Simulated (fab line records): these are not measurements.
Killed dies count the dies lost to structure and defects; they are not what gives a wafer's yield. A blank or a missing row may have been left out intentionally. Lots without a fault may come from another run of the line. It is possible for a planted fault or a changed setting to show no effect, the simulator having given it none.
fab line records	flow n5Finfet
record lots=24	wafers=72	lastDay=18
route steps=1938 shown SD_EPI_N@287 ILD0@339 SDB@347 HKMG_FIN@405
lots untouched by any fault: they come from a run of this same line in which no faults occurred
startH: hours from the record's first day to the start of the lot's first wafer shown	waitH: time in hours since the lot's previous step	" repeats the value in the row above	L1.1+2: a row that stands for several wafers	- no value, or no start was given	* or withheld: withheld	< > ~ a bound
route shown NAME@n: names a module that has steps shown in the file, with the first one's number in the route	usual: mean/standard deviation taken from wafers without a fault	same: alike in all rows	chamber/n: place in a boat	sites: per-site readings	_std_site: standard deviation of those values	_edge_site: inner sites' mean taken away from outer sites' mean	radiusMm: how far each site lies from the wafer's centre	mask NAME#n: copy n	behind: the tool/chamber that last shaped the wafer	hold: cause of the lot's hold/its duration in hours/its outcome	device: transistor that didn't switch, given as n, p or np	end of line: at the end of the route, the tests of the same wafers	a step given without rows: its recipe and nothing more	killed: dies that structure and defects cost at the first sort, which is not the same as the wafer's yield	map: shows each die of a wafer: x if killed, . if not, _ if none is there
set.NAME: the setting that was run; set.NAME@STEP: the one run at that earlier step	model.NAME: the simulator's own value behind a step, which no gauge read
one table for each step of the route and one row for each wafer, over a sample of lots
services: a tool's chamber out of use, with start hour (startH, from the record's first day; less than 0 if before it), hours out, and reason
## steps
# step N5_SD_EPI_N_VAPOR_ETCH_50
# recipe chemistry=HCl	target=Si	tempC=775	timeS=54	pressureTorr=20	mode=isotropic
# usual chamberPressureTorr=20.00/0.038	throttleValvePct=11.3/0.56
lot.wafer	tool	chamber	startH	waitH	chamberPressureTorr	throttleValvePct
L074.3	epiRpcvd-02	0	52.60	0.2	20.00	10.5
L074.5	"	0	"	"	19.98	10.8
L074.6	"	0	"	"	19.98	10.7
L075.2	epiRpcvd-02	0	57.35	0.3	20.02	10.8
L075.5	"	0	"	"	20.03	10.7
L075.6	"	0	"	"	19.99	10.5
L076.1	epiRpcvd-02	0	66.17	0.3	19.95	10.9
L076.4	"	0	"	"	20.01	10.6
L076.6	"	0	"	"	19.99	10.7
L077.2	epiRpcvd-03	0	72.53	0.5	20.02	12.1
L077.3	"	0	"	"	19.93	12.1
L077.4	"	0	"	"	19.95	12.1
L078.3	epiRpcvd-01	0	74.69	0.2	19.96	11.5
L078.4	"	0	"	"	19.98	11.7
L078.6	"	0	"	"	19.99	11.7
L079.1	epiRpcvd-02	0	80.05	0.3	20.04	10.7
L079.4	"	0	"	"	20.05	11.0
L079.6	"	0	"	"	20.01	10.9
L080.1	epiRpcvd-02	0	84.80	0.3	19.99	10.7
L080.2	"	0	"	"	20.06	10.6
L080.3	"	0	"	"	19.98	10.7
L081.2	epiRpcvd-02	0	96.83	0.3	20.04	11.0
L081.4	"	0	"	"	20.01	10.6
L081.6	"	0	"	"	20.01	10.9
L082.2	epiRpcvd-01	0	102.83	0.3	19.95	11.9
L082.3	"	0	"	"	19.97	11.9
L082.6	"	0	"	"	19.99	11.5
L083.1	epiRpcvd-01	0	109.25	0.3	19.99	11.8
L083.3	"	0	"	"	19.96	11.8
L083.6	"	0	"	"	19.98	11.8
L084.1	epiRpcvd-02	0	112.63	0.3	19.98	10.6
L084.2	"	0	"	"	19.98	10.7
L084.5	"	0	"	"	20.02	10.5
L085.4	epiRpcvd-01	0	124.93	0.3	20.05	11.8
L085.5	"	0	"	"	20.03	11.8
L085.6	"	0	"	"	20.04	11.9
L086.2	epiRpcvd-01	0	129.03	0.4	20.00	12.0
L086.4	"	0	"	"	20.01	11.9
L086.6	"	0	"	"	20.03	11.7
L087.1	epiRpcvd-02	0	132.77	0.4	19.98	10.8
L087.2	"	0	"	"	20.03	10.8
L087.3	"	0	"	"	20.01	10.8
L088.1	epiRpcvd-03	0	135.48	0.4	19.94	12.0
L088.2	"	0	"	"	20.01	12.0
L088.3	"	0	"	"	19.98	11.8
L089.1	epiRpcvd-03	0	140.38	0.4	20.04	12.1
L089.3	"	0	"	"	20.09	11.8
L089.4	"	0	"	"	20.05	11.7
L090.2	epiRpcvd-02	0	145.22	0.5	20.05	10.7
L090.3	"	0	"	"	20.03	10.8
L090.5	"	0	"	"	19.99	10.8
L091.3	epiRpcvd-01	0	150.83	0.2	20.01	11.7
L091.4	"	0	"	"	19.98	11.6
L091.6	"	0	"	"	20.03	11.6
L092.2	epiRpcvd-02	0	164.54	0.3	19.98	10.9
L092.4	"	0	"	"	20.04	10.9
L092.6	"	0	"	"	20.04	10.6
L093.1	epiRpcvd-01	0	164.77	0.3	20.00	11.9
L093.4	"	0	"	"	20.00	11.6
L093.6	"	0	"	"	19.99	11.7
L094.1	epiRpcvd-01	0	172.53	0.3	19.93	11.5
L094.2	"	0	"	"	19.98	11.5
L094.3	"	0	"	"	19.96	11.8
L095.3	epiRpcvd-03	0	184.13	0.2	20.01	11.8
L095.5	"	0	"	"	20.06	11.7
L095.6	"	0	"	"	20.02	12.1
L096.2	epiRpcvd-02	0	186.39	0.4	20.02	11.1
L096.3	"	0	"	"	19.92	11.0
L096.5	"	0	"	"	20.02	10.9
L097.2	epiRpcvd-03	0	188.85	0.3	20.02	11.8
L097.4	"	0	"	"	20.01	12.2
L097.5	"	0	"	"	19.96	12.0
# step N5_ILD0_THK_MEAS_04
# usual thkNm=197.3/1.3
lot.wafer	tool	chamber	startH	waitH	thkNm
L074.3	filmMetro-01	-	64.27	-	198.0
L074.5	"	-	"	"	196.5
L074.6	"	-	"	"	196.3
L075.2	filmMetro-02	-	67.69	-	198.3
L075.5	"	-	"	"	197.9
L075.6	"	-	"	"	197.9
L076.1	filmMetro-02	-	78.86	-	199.0
L076.4	"	-	"	"	198.5
L076.6	"	-	"	"	199.4
L077.2	filmMetro-02	-	85.65	-	198.7
L077.3	"	-	"	"	198.7
L077.4	"	-	"	"	197.0
L078.3	filmMetro-02	-	85.65	-	193.8
L078.4	"	-	"	"	196.2
L078.6	"	-	"	"	196.7
L079.1	filmMetro-02	-	91.91	-	197.9
L079.4	"	-	"	"	197.7
L079.6	"	-	"	"	197.1
L080.1	filmMetro-01	-	96.99	-	195.7
L080.2	"	-	"	"	195.7
L080.3	"	-	"	"	196.3
L081.2	filmMetro-01	-	107.27	-	196.6
L081.4	"	-	"	"	195.9
L081.6	"	-	"	"	195.7
L082.2	filmMetro-02	-	113.21	-	196.1
L082.3	"	-	"	"	194.1
L082.6	"	-	"	"	196.4
L083.1	filmMetro-02	-	119.38	-	197.6
L083.3	"	-	"	"	195.0
L083.6	"	-	"	"	197.9
L084.1	filmMetro-02	-	122.90	-	195.7
L084.2	"	-	"	"	197.4
L084.5	"	-	"	"	195.8
L085.4	filmMetro-02	-	135.88	-	197.1
L085.5	"	-	"	"	197.3
L085.6	"	-	"	"	198.0
L086.2	filmMetro-02	-	139.98	-	198.5
L086.4	"	-	"	"	199.1
L086.6	"	-	"	"	198.7
L087.1	filmMetro-01	-	144.56	-	197.3
L087.2	"	-	"	"	199.0
L087.3	"	-	"	"	197.8
L088.1	filmMetro-02	-	147.91	-	197.8
L088.2	"	-	"	"	194.4
L088.3	"	-	"	"	197.8
L089.1	filmMetro-02	-	151.61	-	196.5
L089.3	"	-	"	"	197.6
L089.4	"	-	"	"	196.8
L090.2	filmMetro-01	-	156.62	-	196.6
L090.3	"	-	"	"	196.2
L090.5	"	-	"	"	197.4
L091.3	filmMetro-02	-	162.06	-	196.9
L091.4	"	-	"	"	198.3
L091.6	"	-	"	"	197.8
L092.2	filmMetro-02	-	175.14	-	198.1
L092.4	"	-	"	"	198.4
L092.6	"	-	"	"	195.0
L093.1	filmMetro-01	-	175.35	-	198.2
L093.4	"	-	"	"	195.4
L093.6	"	-	"	"	198.2
L094.1	filmMetro-01	-	182.67	-	197.5
L094.2	"	-	"	"	197.5
L094.3	"	-	"	"	198.8
L095.3	filmMetro-01	-	194.56	-	195.1
L095.5	"	-	"	"	195.2
L095.6	"	-	"	"	197.3
L096.2	filmMetro-02	-	199.59	-	198.9
L096.3	"	-	"	"	199.5
L096.5	"	-	"	"	199.3
L097.2	filmMetro-01	-	200.39	-	198.1
L097.4	"	-	"	"	198.8
L097.5	"	-	"	"	195.4
# step N5_SDB_HM_DEP_00
# recipe material=SiNx	targetThkA=400	tempC=400	precursor=SiH4/NH3/N2	pressureTorr=1.5	rfW=300	timeS=35.3
# usual chamberPressureTorr=1.500/0.0031	heaterPowerW=796/87	showerheadPlenumPTorr=5.17/0.059	throttleValvePct=40.0/2
lot.wafer	tool	chamber	startH	waitH	chamberPressureTorr	heaterPowerW	showerheadPlenumPTorr	throttleValvePct
L074.3	pecvd-04	2	67.98	0.0	1.502	795	5.19	39.6
L074.5	"	2	"	"	1.505	801	5.17	39.3
L074.6	"	1	"	"	1.500	944	5.08	41.8
L075.2	pecvd-04	1	71.32	0.0	1.500	912	5.08	41.8
L075.5	"	1	"	"	1.494	935	5.09	41.9
L075.6	"	0	"	"	1.499	857	5.21	43.7
L076.1	pecvd-03	2	82.47	0.0	1.501	912	5.20	37.9
L076.4	"	1	"	"	1.490	751	5.08	39.2
L076.6	"	0	"	"	1.497	721	5.25	39.8
L077.2	pecvd-04	0	89.53	0.0	1.498	732	5.22	43.5
L077.3	"	2	"	"	1.494	804	5.19	39.7
L077.4	"	0	"	"	1.497	727	5.23	43.7
L078.3	pecvd-03	1	89.75	0.0	1.497	745	5.09	39.2
L078.4	"	1	"	"	1.497	762	5.08	39.1
L078.6	"	2	"	"	1.501	907	5.20	37.7
L079.1	pecvd-02	1	96.36	0.0	1.500	620	5.21	37.7
L079.4	"	1	"	"	1.502	610	5.21	37.9
L079.6	"	2	"	"	1.499	915	5.14	35.9
L080.1	pecvd-03	1	100.80	0.0	1.500	757	5.10	39.0
L080.2	"	2	"	"	1.501	867	5.22	37.7
L080.3	"	0	"	"	1.498	669	5.25	39.9
L081.2	pecvd-04	2	110.93	0.0	1.503	754	5.19	39.8
L081.4	"	0	"	"	1.498	736	5.22	43.7
L081.6	"	1	"	"	1.498	891	5.08	41.9
L082.2	pecvd-03	1	116.81	0.0	1.498	711	5.12	39.3
L082.3	"	2	"	"	1.500	862	5.21	37.7
L082.6	"	2	"	"	1.496	878	5.21	38.1
L083.1	pecvd-03	1	123.08	0.0	1.501	778	5.10	39.3
L083.3	"	2	"	"	1.501	848	5.21	37.8
L083.6	"	0	"	"	1.505	662	5.23	39.9
L084.1	pecvd-04	0	126.52	0.0	1.502	844	5.20	44.1
L084.2	"	2	"	"	1.501	772	5.19	39.9
L084.5	"	2	"	"	1.503	779	5.18	39.6
L085.4	pecvd-04	0	139.50	0.1	1.500	824	5.21	43.6
L085.5	"	2	"	"	1.508	833	5.18	39.8
L085.6	"	1	"	"	1.501	870	5.09	41.7
L086.2	pecvd-04	0	143.58	0.0	1.493	838	5.22	44.1
L086.4	"	2	"	"	1.500	708	5.18	39.9
L086.6	"	1	"	"	1.502	916	5.09	41.8
L087.1	pecvd-03	1	148.19	0.0	1.501	707	5.10	39.1
L087.2	"	2	"	"	1.502	890	5.23	37.9
L087.3	"	1	"	"	1.502	734	5.10	39.1
L088.1	pecvd-02	0	151.51	0.0	1.494	831	5.14	38.3
L088.2	"	1	"	"	1.503	593	5.20	38.0
L088.3	"	2	"	"	1.494	863	5.15	36.0
L089.1	pecvd-04	1	155.22	0.0	1.499	862	5.08	41.9
L089.3	"	2	"	"	1.500	729	5.18	40.0
L089.4	"	2	"	"	1.495	724	5.19	40.0
L090.2	pecvd-03	0	160.22	0.0	1.498	680	5.25	40.2
L090.3	"	1	"	"	1.505	702	5.10	39.1
L090.5	"	0	"	"	1.501	674	5.23	40.2
L091.3	pecvd-03	0	165.65	0.0	1.501	779	5.25	40.4
L091.4	"	0	"	"	1.500	813	5.25	40.6
L091.6	"	1	"	"	1.498	630	5.09	38.9
L092.2	pecvd-04	2	178.74	0.0	1.502	686	5.19	40.2
L092.4	"	1	"	"	1.497	996	5.10	41.7
L092.6	"	2	"	"	1.499	689	5.20	39.7
L093.1	pecvd-03	1	180.71	0.0	1.500	771	5.09	39.1
L093.4	"	1	"	"	1.496	768	5.09	39.1
L093.6	"	2	"	"	1.500	792	5.23	37.9
L094.1	pecvd-03	0	186.93	0.0	1.505	742	5.24	40.2
L094.2	"	1	"	"	1.498	775	5.09	39.2
L094.3	"	2	"	"	1.501	826	5.21	38.0
L095.3	pecvd-03	0	198.16	0.0	1.499	801	5.24	40.3
L095.5	"	1	"	"	1.500	744	5.08	38.9
L095.6	"	2	"	"	1.500	835	5.22	37.8
L096.2	pecvd-04	1	203.19	0.0	1.501	974	5.10	41.7
L096.3	"	0	"	"	1.498	865	5.22	43.5
L096.5	"	0	"	"	1.501	839	5.21	44.0
L097.2	pecvd-03	1	203.99	0.0	1.505	698	5.09	39.1
L097.4	"	1	"	"	1.501	689	5.11	39.0
L097.5	"	1	"	"	1.505	675	5.10	38.9
# step N5_SDB_INSPECT_13
# recipe mode=adi	inspectInstrument=brightfield
# usual rawDefectCount=70/35
lot.wafer	tool	chamber	startH	waitH	rawDefectCount
L074.3	defectInspect-02	-	70.26	1.8	47
L074.5	"	-	"	"	47
L074.6	"	-	"	"	57
L075.2	defectInspect-02	-	71.95	0.2	45
L075.5	"	-	"	"	55
L075.6	"	-	"	"	49
L076.1	defectInspect-01	-	82.98	0.0	74
L076.4	"	-	"	"	62
L076.6	"	-	"	"	101
L077.2	defectInspect-01	-	89.91	0.0	99
L077.3	"	-	"	"	100
L077.4	"	-	"	"	62
L078.3	defectInspect-01	-	90.26	0.0	50
L078.4	"	-	"	"	49
L078.6	"	-	"	"	38
L079.1	defectInspect-01	-	96.73	0.0	34
L079.4	"	-	"	"	83
L079.6	"	-	"	"	34
L080.1	defectInspect-01	-	101.31	0.0	58
L080.2	"	-	"	"	76
L080.3	"	-	"	"	64
L081.2	defectInspect-01	-	111.31	0.0	59
L081.4	"	-	"	"	66
L081.6	"	-	"	"	90
L082.2	defectInspect-02	-	117.19	0.0	68
L082.3	"	-	"	"	71
L082.6	"	-	"	"	62
L083.1	defectInspect-02	-	123.58	0.0	47
L083.3	"	-	"	"	42
L083.6	"	-	"	"	48
L084.1	defectInspect-02	-	127.02	0.0	56
L084.2	"	-	"	"	44
L084.5	"	-	"	"	39
L085.4	defectInspect-02	-	139.98	0.0	95
L085.5	"	-	"	"	136
L085.6	"	-	"	"	212
L086.2	defectInspect-01	-	144.08	0.0	78
L086.4	"	-	"	"	44
L086.6	"	-	"	"	49
L087.1	defectInspect-01	-	148.59	0.0	121
L087.2	"	-	"	"	176
L087.3	"	-	"	"	181
L088.1	defectInspect-01	-	152.01	0.0	58
L088.2	"	-	"	"	65
L088.3	"	-	"	"	75
L089.1	defectInspect-01	-	155.73	0.0	99
L089.3	"	-	"	"	104
L089.4	"	-	"	"	209
L090.2	defectInspect-02	-	160.75	0.0	60
L090.3	"	-	"	"	114
L090.5	"	-	"	"	87
L091.3	defectInspect-01	-	166.03	0.0	89
L091.4	"	-	"	"	91
L091.6	"	-	"	"	82
L092.2	defectInspect-02	-	179.25	0.0	53
L092.4	"	-	"	"	50
L092.6	"	-	"	"	50
L093.1	defectInspect-02	-	181.09	0.0	97
L093.4	"	-	"	"	46
L093.6	"	-	"	"	60
L094.1	defectInspect-02	-	187.44	0.0	58
L094.2	"	-	"	"	58
L094.3	"	-	"	"	45
L095.3	defectInspect-02	-	198.66	0.0	28
L095.5	"	-	"	"	33
L095.6	"	-	"	"	50
L096.2	defectInspect-02	-	203.57	0.0	40
L096.3	"	-	"	"	20
L096.5	"	-	"	"	31
L097.2	defectInspect-02	-	204.40	0.0	97
L097.4	"	-	"	"	71
L097.5	"	-	"	"	54
# step N5_SDB_DESCUM_16
# recipe chemistry=O2	timeS=7.9	sourcePowerW=50	biasPowerW=20	pressureMtorr=20	rfFrequencyHz=2.712e+07	tempC=40	resist=CAR-ArF	o2FlowSccm=225
# usual drypumpMotorCurrentA=5.8/0.43	oesProductAu=0.75/0.094	rfVppV=243.0/1.6	showerheadPlenumPTorr=2.07/0.086	throttleValvePct=20.35/0.17
lot.wafer	tool	chamber	startH	waitH	drypumpMotorCurrentA	oesProductAu	rfHoursCounterH	rfVppV	showerheadPlenumPTorr	throttleValvePct
L074.3	rieDiel-05	1	70.30	0.0	6.1	0.79	116	243.6	2.18	20.40
L074.5	"	0	"	"	5.1	0.71	-	244.0	2.15	20.24
L074.6	"	3	"	"	5.5	0.69	-	241.9	2.03	20.63
L075.2	rieDiel-02	0	72.03	0.1	6.1	0.71	172	241.9	2.02	20.33
L075.5	"	1	"	"	5.9	0.69	-	243.8	2.19	20.71
L075.6	"	0	"	"	6.1	0.70	-	242.1	2.02	20.35
L076.1	rieDiel-05	0	83.01	0.0	5.1	0.71	232	243.8	2.15	20.24
L076.4	"	1	"	"	6.1	0.78	121	246.2	2.18	20.42
L076.6	"	2	"	"	5.5	0.78	-	240.5	1.92	20.20
L077.2	rieDiel-02	1	89.94	0.0	5.9	0.69	236	244.3	2.19	20.69
L077.3	"	3	"	"	6.5	0.71	175	243.2	2.09	20.19
L077.4	"	0	"	"	6.1	0.70	178	242.5	2.02	20.34
L078.3	rieDiel-02	2	90.30	0.0	5.6	0.72	203	241.9	2.06	20.49
L078.4	"	0	"	"	6.1	0.69	178	240.4	2.02	20.36
L078.6	"	2	"	"	5.6	0.72	-	243.9	2.06	20.48
L079.1	rieDiel-04	1	96.77	0.0	5.5	0.70	196	245.0	2.18	20.27
L079.4	"	3	"	"	6.1	0.67	241	242.5	2.05	20.17
L079.6	"	3	"	"	6.1	0.67	-	242.4	2.05	20.18
L080.1	rieDiel-02	3	101.34	0.0	6.6	0.71	180	242.6	2.08	20.19
L080.2	"	1	"	"	5.9	0.68	241	242.9	2.19	20.71
L080.3	"	2	"	"	5.6	0.72	208	243.8	2.06	20.49
L081.2	rieDiel-04	2	111.35	0.0	5.3	0.69	211	243.2	2.05	20.49
L081.4	"	3	"	"	6.0	0.66	-	243.0	2.05	20.17
L081.6	"	0	"	"	5.6	0.94	-	244.4	2.24	20.42
L082.2	rieDiel-05	2	117.22	0.0	5.5	0.77	150	239.6	1.91	20.21
L082.3	"	0	"	"	5.1	0.70	245	243.2	2.15	20.26
L082.6	"	1	"	"	6.1	0.78	-	244.5	2.18	20.43
L083.1	rieDiel-02	2	123.97	0.4	5.6	0.71	218	242.6	2.06	20.52
L083.3	"	3	"	"	6.6	0.70	190	241.0	2.08	20.21
L083.6	"	0	"	"	6.1	0.69	-	239.6	2.01	20.37
L084.1	rieDiel-05	0	127.08	0.1	5.2	0.70	249	244.0	2.15	20.28
L084.2	"	2	"	"	5.5	0.77	154	240.3	1.91	20.22
L084.5	"	0	"	"	5.1	0.70	-	243.3	2.15	20.27
L085.4	rieDiel-02	2	140.03	0.0	5.6	0.70	-	243.8	2.05	20.53
L085.5	"	3	"	"	6.5	0.70	-	243.3	2.08	20.23
L085.6	"	0	"	"	6.1	0.69	-	242.0	2.01	20.37
L086.2	rieDiel-05	2	144.15	0.1	5.5	0.77	158	239.1	1.91	20.24
L086.4	"	2	"	"	5.5	0.76	-	241.2	1.91	20.23
L086.6	"	3	"	"	5.5	0.94	-	244.1	2.02	20.24
L087.1	rieDiel-05	1	148.63	0.0	6.1	0.77	145	244.4	2.17	20.44
L087.2	"	3	"	"	5.5	0.93	10	244.3	2.02	20.23
L087.3	"	2	"	"	5.5	0.76	161	241.1	1.91	20.24
L088.1	rieDiel-02	2	152.05	0.0	5.6	0.70	230	243.2	2.05	20.54
L088.2	"	0	"	"	6.2	0.68	202	242.0	2.01	20.39
L088.3	"	3	"	"	6.5	0.69	202	244.0	2.08	20.22
L089.1	rieDiel-02	1	155.77	0.0	5.9	0.97	1	244.2	2.18	20.29
L089.3	"	2	"	"	5.6	0.69	232	241.8	2.05	20.54
L089.4	"	3	"	"	6.5	0.69	204	243.4	2.08	20.23
L090.2	rieDiel-02	2	160.78	0.0	5.6	0.70	233	242.0	2.05	20.54
L090.3	"	3	"	"	6.5	0.68	206	242.2	2.08	20.21
L090.5	"	1	"	"	5.9	0.97	-	243.8	2.18	20.28
L091.3	rieDiel-02	0	166.23	0.2	6.1	0.69	207	239.5	2.01	20.39
L091.4	"	3	"	"	6.5	0.69	207	241.4	2.08	20.24
L091.6	"	3	"	"	6.5	0.69	-	242.1	2.08	20.21
L092.2	rieDiel-05	1	179.28	0.0	6.2	0.75	156	242.9	2.17	20.46
L092.4	"	2	"	"	5.5	0.74	172	241.6	1.90	20.26
L092.6	"	3	"	"	5.6	0.91	-	243.1	2.02	20.26
L093.1	rieDiel-04	0	181.12	0.0	5.6	0.87	51	243.9	2.23	20.46
L093.4	"	0	"	"	5.6	0.88	-	245.9	2.23	20.48
L093.6	"	3	"	"	6.0	0.95	-	243.6	2.04	19.95
L094.1	rieDiel-02	2	187.47	0.0	5.6	0.70	243	243.7	2.05	20.56
L094.2	"	1	"	"	5.9	0.93	13	243.9	2.18	20.29
L094.3	"	3	"	"	6.5	0.70	212	241.0	2.07	20.23
L095.3	rieDiel-05	1	198.70	0.0	6.1	0.76	163	245.0	2.17	20.48
L095.5	"	2	"	"	5.5	0.74	-	240.9	1.90	20.26
L095.6	"	1	"	"	6.1	0.75	-	244.8	2.17	20.47
L096.2	rieDiel-02	0	203.60	0.0	6.1	0.68	222	241.9	2.00	20.41
L096.3	"	3	"	"	6.5	0.68	217	243.4	2.07	20.25
L096.5	"	1	"	"	5.9	0.92	-	244.4	2.18	20.32
L097.2	rieDiel-05	0	204.73	0.3	5.1	0.94	16	245.0	2.14	19.84
L097.4	"	2	"	"	5.4	0.73	-	240.5	1.90	20.26
L097.5	"	1	"	"	6.1	0.75	-	245.6	2.17	20.48
# step N5_HKMG_FIN_STRIP_57
# recipe chemistry=CF4	resist=SiARC	powerW=300	biasPowerW=75	pressureMtorr=50	cf4FlowSccm=150	rfFrequencyHz=6e+07
# usual drypumpMotorCurrentA=5.8/0.4	oesProductAu=0.76/0.096	rfVppV=271.1/1.6	showerheadPlenumPTorr=1.80/0.073	throttleValvePct=13.53/0.23
lot.wafer	tool	chamber	startH	waitH	drypumpMotorCurrentA	oesProductAu	rfHoursCounterH	rfVppV	showerheadPlenumPTorr	throttleValvePct
L074.3	rieDiel-04	0	76.17	0.0	5.6	0.95	6	274.1	1.93	13.51
L074.5	"	2	"	"	5.3	0.71	-	271.2	1.78	13.78
L074.6	"	1	"	"	5.5	0.72	-	271.8	1.85	13.39
L075.2	rieDiel-04	0	77.89	0.0	5.6	0.94	6	273.9	1.93	13.51
L075.5	"	0	"	"	5.6	0.94	-	273.3	1.93	13.51
L075.6	"	3	"	"	6.0	0.68	-	270.3	1.78	13.58
L076.1	rieDiel-04	0	88.84	0.0	5.5	0.92	11	273.0	1.93	13.51
L076.4	"	3	"	"	6.1	0.67	-	270.3	1.78	13.59
L076.6	"	0	"	"	5.5	0.92	-	274.3	1.93	13.53
L077.2	rieDiel-02	3	96.37	0.0	6.5	0.72	177	271.9	1.76	13.20
L077.3	"	2	"	"	5.6	0.71	206	270.8	1.79	13.85
L077.4	"	1	"	"	5.9	0.69	239	271.6	1.83	13.61
L078.3	rieDiel-04	1	99.94	0.0	5.5	0.71	198	272.1	1.85	13.40
L078.4	"	3	"	"	6.0	0.68	243	270.3	1.78	13.62
L078.6	"	0	"	"	5.6	0.91	-	274.9	1.93	13.53
L079.1	rieDiel-02	3	103.65	0.0	6.6	0.72	180	270.6	1.76	13.24
L079.4	"	0	"	"	6.1	0.71	183	267.7	1.71	13.43
L079.6	"	2	"	"	5.6	0.71	-	272.9	1.79	13.83
L080.1	rieDiel-04	3	107.22	0.0	6.1	0.67	246	268.9	1.77	13.61
L080.2	"	2	"	"	5.3	0.70	209	270.0	1.78	13.82
L080.3	"	0	"	"	5.6	0.91	19	273.7	1.93	13.53
L081.2	rieDiel-02	0	117.49	0.0	6.1	0.71	187	270.4	1.71	13.42
L081.4	"	3	"	"	6.6	0.71	186	271.0	1.76	13.26
L081.6	"	2	"	"	5.6	0.70	-	270.7	1.79	13.85
L082.2	rieDiel-02	1	123.47	0.0	5.9	0.69	248	272.4	1.83	13.62
L082.3	"	3	"	"	6.5	0.71	189	271.6	1.76	13.27
L082.6	"	2	"	"	5.6	0.70	-	270.9	1.79	13.85
L083.1	rieDiel-04	0	130.24	0.0	5.6	0.89	28	272.8	1.93	13.57
L083.3	"	2	"	"	5.3	0.70	218	272.0	1.77	13.83
L083.6	"	0	"	"	5.6	0.88	-	272.5	1.93	13.55
L084.1	rieDiel-04	2	132.93	0.0	5.3	0.70	219	270.7	1.77	13.85
L084.2	"	1	"	"	5.5	0.70	206	271.5	1.84	13.43
L084.5	"	2	"	"	5.3	0.70	-	271.1	1.77	13.84
L085.4	rieDiel-05	1	146.26	0.0	6.1	0.76	-	272.9	1.88	13.72
L085.5	"	2	"	"	5.4	0.74	-	268.4	1.66	13.55
L085.6	"	3	"	"	5.5	0.94	-	270.1	1.77	13.58
L086.2	rieDiel-04	2	150.94	0.0	5.3	0.69	227	270.5	1.77	13.85
L086.4	"	2	"	"	5.3	0.69	-	271.0	1.77	13.87
L086.6	"	0	"	"	5.6	0.87	-	271.4	1.92	13.58
L087.1	rieDiel-05	3	154.96	0.0	5.5	0.92	14	270.8	1.77	13.57
L087.2	"	2	"	"	5.4	0.74	164	267.5	1.66	13.54
L087.3	"	1	"	"	6.2	0.76	148	271.9	1.88	13.73
L088.1	rieDiel-02	1	158.05	0.0	5.9	0.97	2	272.3	1.82	13.04
L088.2	"	3	"	"	6.6	0.70	204	270.7	1.75	13.29
L088.3	"	2	"	"	5.6	0.69	233	268.8	1.78	13.88
L089.1	rieDiel-04	0	161.86	0.0	5.6	0.87	42	274.4	1.92	13.58
L089.3	"	3	"	"	6.0	0.97	2	271.1	1.77	13.10
L089.4	"	2	"	"	5.3	0.69	232	270.7	1.77	13.87
L090.2	rieDiel-05	3	167.23	0.0	5.5	0.91	18	270.2	1.77	13.59
L090.3	"	2	"	"	5.4	0.73	168	269.5	1.66	13.57
L090.5	"	1	"	"	6.1	0.76	-	273.5	1.88	13.76
L091.3	rieDiel-04	3	172.82	0.0	6.1	0.94	7	270.2	1.77	13.12
L091.4	"	1	"	"	5.4	0.69	222	271.6	1.84	13.45
L091.6	"	2	"	"	5.3	0.69	-	271.5	1.77	13.90
L092.2	rieDiel-05	2	185.64	0.0	5.5	0.73	174	269.0	1.66	13.58
L092.4	"	0	"	"	5.1	0.92	9	272.5	1.83	13.06
L092.6	"	1	"	"	6.1	0.75	-	272.4	1.88	13.75
L093.1	rieDiel-02	1	188.15	0.0	5.9	0.92	13	270.7	1.82	13.06
L093.4	"	3	"	"	6.6	0.69	212	271.7	1.75	13.29
L093.6	"	0	"	"	6.1	0.69	-	268.8	1.70	13.48
L094.1	rieDiel-05	0	193.67	0.0	5.1	0.91	12	271.7	1.83	13.05
L094.2	"	1	"	"	6.2	0.76	161	272.5	1.88	13.79
L094.3	"	3	"	"	5.5	0.89	27	270.3	1.76	13.61
L095.3	rieDiel-02	0	204.63	0.0	6.1	0.68	223	269.7	1.70	13.50
L095.5	"	3	"	"	6.5	0.70	-	270.8	1.75	13.31
L095.6	"	2	"	"	5.6	0.69	-	270.9	1.78	13.94
L096.2	rieDiel-02	0	209.91	0.0	6.1	0.68	224	269.8	1.70	13.52
L096.3	"	1	"	"	5.9	0.90	22	270.5	1.82	13.10
L096.5	"	1	"	"	5.9	0.90	-	271.2	1.82	13.10
L097.2	rieDiel-02	3	210.75	0.0	6.6	0.69	220	270.2	1.75	13.32
L097.4	"	0	"	"	6.1	0.68	-	269.8	1.70	13.51
L097.5	"	1	"	"	5.9	0.90	-	272.1	1.82	13.10
## services
tool	chamber	startH	hours	kind
rieDiel-05	-	46.75	2.8	pm
pecvd-02	-	47.54	1.7	repair
pecvd-04	-	51.99	1.1	repair
rieDiel-02	-	63.88	0.1	repair
rieDiel-04	1	84.16	5.7	repair
rieDiel-05	3	98.30	-	clean
rieDiel-05	3	98.30	-	consumableReplace:focusRing
rieDiel-05	3	98.30	19.9	scheduledDown
pecvd-04	0	105.24	3.2	repair
rieDiel-02	1	136.01	-	clean
rieDiel-02	1	136.01	-	consumableReplace:focusRing
rieDiel-02	1	136.01	16.5	scheduledDown
rieDiel-02	1	136.01	16.5	ventCycle
rieDiel-04	3	143.18	13.8	repair
pecvd-03	-	161.84	1.6	repair
rieDiel-05	-	164.14	0.3	repair
rieDiel-05	-	171.64	2.2	repair
rieDiel-02	3	173.21	5.4	repair
rieDiel-04	1	175.48	62.1	repair
rieDiel-05	3	201.47	13.7	repair
rieDiel-02	2	205.13	-	clean
rieDiel-02	2	205.13	-	consumableReplace:focusRing
rieDiel-02	2	205.13	22.7	scheduledDown
rieDiel-02	2	205.13	22.7	ventCycle
## key
fault none
